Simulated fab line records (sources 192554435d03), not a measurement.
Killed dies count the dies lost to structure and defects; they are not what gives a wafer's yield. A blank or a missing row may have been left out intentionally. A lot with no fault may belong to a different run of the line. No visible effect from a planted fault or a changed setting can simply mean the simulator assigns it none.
What tool caused it? -- flow n5-finfet -- 30 wafers from 10 lots sampled at 4 of the route's 1938 steps

## WHAT THE GAUGES SHOWED, per wafer
The record lacks any reading of a measuring or inspecting step that a usual standard deviation could be used to judge.

## EACH LOT AND THE TOOL THAT RAN IT (in order: tool; ch and the chambers of the sampled wafers; start)
lot,N5_BEOL_M6_ETCH_65,N5_BEOL_M6_DEGAS_44,N5_BEOL_M7_EXPOSE_08,N5_BEOL_M7_STRIP_67
L554,"rie-diel-02 ch 1,2,3, day 8 19:44","pvd-sputter-03, day 8 20:40","arfi-scanner-02 ch 0, day 9 00:02","rie-diel-04 ch 0,2, day 9 00:29"
L555,"rie-diel-06 ch 0,1,3, day 8 20:44","pvd-sputter-03, day 8 22:16","arfi-scanner-03 ch 0, day 9 02:52","rie-diel-01 ch 0,1,2, day 9 03:19"
L556,"rie-diel-05 ch 0,1,3, day 9 01:49","pvd-sputter-01, day 9 03:01","arfi-scanner-03 ch 0, day 9 06:56","rie-diel-03 ch 0,1,3, day 9 07:53"
L558,"rie-diel-02 ch 0,3, day 9 06:00","pvd-sputter-02, day 9 07:21","arfi-scanner-03 ch 0, day 9 09:57","rie-diel-03 ch 2,3, day 9 10:23"
L557,"rie-diel-06 ch 2,3, day 9 07:56","pvd-sputter-03, day 9 08:54","arfi-scanner-01 ch 0, day 9 12:52","rie-diel-04 ch 0,2, day 9 13:46"
L561,"rie-diel-06 ch 0,1, day 11 02:03","pvd-sputter-01, day 11 03:12","arfi-scanner-01 ch 0, day 11 08:40","rie-diel-03 ch 0,2,3, day 11 09:07"
L564,"rie-diel-05 ch 2,3, day 11 02:19","pvd-sputter-02, day 11 05:44","arfi-scanner-02 ch 0, day 11 08:59","rie-diel-03 ch 1,2, day 11 09:37"
L563,"rie-diel-05 ch 0,1,3, day 11 05:23","pvd-sputter-02, day 11 06:30","arfi-scanner-02 ch 0, day 11 09:32","rie-diel-03 ch 2,3, day 11 09:59"
L567,"rie-diel-06 ch 1,2,3, day 11 07:50","pvd-sputter-03, day 11 08:47","arfi-scanner-02 ch 0, day 11 12:09","rie-diel-01 ch 1,2, day 11 13:07"
L570,"rie-diel-06 ch 0,1,2, day 12 20:20","pvd-sputter-02, day 12 21:13","arfi-scanner-02 ch 0, day 13 00:56","rie-diel-04 ch 0,1,3, day 13 01:23"
- N5_BEOL_M6_ETCH_65: etches SiARC in CF4, target depth 15.6 nm, time 26 s.
- N5_BEOL_M6_DEGAS_44: time 60 s.
- N5_BEOL_M7_EXPOSE_08: exposes mask M7.
- N5_BEOL_M7_STRIP_67: strips in CF4.

## AS READ BY THE TOOLS THEMSELVES (means over the sampled wafers that have a number; for cases with no such wafer, the mark the record gives instead)
N5_BEOL_M6_ETCH_65. Usual: drypump-motor-current-A 5.8 A, standard deviation 0.37; etch-rf-on-time-s 26.0 s, standard deviation 0.39; oes-product-au 0.68 a.u., standard deviation 0.074; rf-vpp-V 183.5 V, standard deviation 0.96; showerhead-plenum-p-Torr 2.10 Torr, standard deviation 0.048; throttle-valve-pct 15.65 %, standard deviation 0.28.
lot,tool,drypump-motor-current-A (A),etch-rf-on-time-s (s),oes-product-au (a.u.),rf-vpp-V (V),showerhead-plenum-p-Torr (Torr),throttle-valve-pct (%),flag
L554,rie-diel-02,5.8,26.3,0.62,183.3,2.10,15.96,
L555,rie-diel-06,6.0,26.1,0.68,182.8,2.10,15.68,
L556,rie-diel-05,5.5,25.6,0.71,183.3,2.10,15.50,
L558,rie-diel-02,6.0,26.2,0.60,182.5,2.04,16.06,
L557,rie-diel-06,6.0,26.0,0.75,183.6,2.09,15.35,
L561,rie-diel-06,5.9,26.0,0.71,183.6,2.11,15.64,
L564,rie-diel-05,6.1,25.7,0.71,184.2,2.16,15.65,
L563,rie-diel-05,5.5,26.0,0.69,183.9,2.09,15.54,
L567,rie-diel-06,6.0,25.9,0.67,183.4,2.10,15.58,
L570,rie-diel-06,5.9,25.8,0.71,183.6,2.10,15.54,

N5_BEOL_M6_DEGAS_44. Usual: heater-power-w 331 W, standard deviation 35.
lot,tool,heater-power-w (W),flag
L554,pvd-sputter-03,320,
L555,pvd-sputter-03,341,
L556,pvd-sputter-01,352,
L558,pvd-sputter-02,333,
L557,pvd-sputter-03,351,
L561,pvd-sputter-01,362,
L564,pvd-sputter-02,326,
L563,pvd-sputter-02,352,
L567,pvd-sputter-03,313,
L570,pvd-sputter-02,327,

N5_BEOL_M7_EXPOSE_08. Usual: exposure-dose-mJ-cm2 68.20, standard deviation 0.065; focus-offset-nm 0.0 nm, standard deviation 0.52.
lot,tool,exposure-dose-mJ-cm2,focus-offset-nm (nm),flag
L554,arfi-scanner-02,68.14,0.4,
L555,arfi-scanner-03,68.21,-0.0,
L556,arfi-scanner-03,68.19,-0.3,
L558,arfi-scanner-03,68.15,0.3,
L557,arfi-scanner-01,68.14,-0.5,
L561,arfi-scanner-01,68.20,-0.0,
L564,arfi-scanner-02,68.22,-0.0,
L563,arfi-scanner-02,68.18,0.3,
L567,arfi-scanner-02,69.17,-0.3,OFF
L570,arfi-scanner-02,68.93,0.0,OFF

N5_BEOL_M7_STRIP_67. Usual: drypump-motor-current-A 5.5 A, standard deviation 0.44; oes-product-au 0.82 a.u., standard deviation 0.075; rf-vpp-V 271.5 V, standard deviation 1.5; showerhead-plenum-p-Torr 1.81 Torr, standard deviation 0.063; throttle-valve-pct 13.53 %, standard deviation 0.22.
lot,tool,drypump-motor-current-A (A),oes-product-au (a.u.),rf-vpp-V (V),showerhead-plenum-p-Torr (Torr),throttle-valve-pct (%),flag
L554,rie-diel-04,5.7,0.68,271.3,1.84,13.88,
L555,rie-diel-01,5.5,0.80,272.7,1.85,13.45,
L556,rie-diel-03,5.3,0.80,270.2,1.76,13.68,
L558,rie-diel-03,4.9,0.84,270.7,1.79,13.71,
L557,rie-diel-04,5.8,0.68,271.9,1.85,13.92,
L561,rie-diel-03,5.1,0.86,271.7,1.84,13.64,
L564,rie-diel-03,5.7,0.82,272.7,1.84,13.57,
L563,rie-diel-03,5.2,0.81,271.9,1.83,13.79,
L567,rie-diel-01,5.8,0.87,272.1,1.85,13.21,
L570,rie-diel-04,6.0,0.81,270.6,1.76,13.52,

## THE ANSWER, worked out from the rows above alone
Rule: a lot is off if the mean of its wafers that have a number lies more than 3 standard deviations from the usual mean. Also off: a lot with no number at a reading for which 4 or more lots have one. The other lots that the step has rows for count as sound. After the gauges, taken in route order, come the tools' own readings; for these a lot's mean is taken, as printed above. The first step at which some lot is off is used, and at that step the reading that is off furthest; a lot without a number counts as furthest.
Off at N5_BEOL_M7_EXPOSE_08 (exposure-dose-mJ-cm2): L567, L570.
A tool fits if, at that step or a process step before it, it ran every lot that is off, and no sound lot after the first of them. This does not decide it: 2 tools fit, namely rie-diel-06 at N5_BEOL_M6_ETCH_65 and arfi-scanner-02 at N5_BEOL_M7_EXPOSE_08.

## WHAT WAS PUT IN BY THE SIMULATOR
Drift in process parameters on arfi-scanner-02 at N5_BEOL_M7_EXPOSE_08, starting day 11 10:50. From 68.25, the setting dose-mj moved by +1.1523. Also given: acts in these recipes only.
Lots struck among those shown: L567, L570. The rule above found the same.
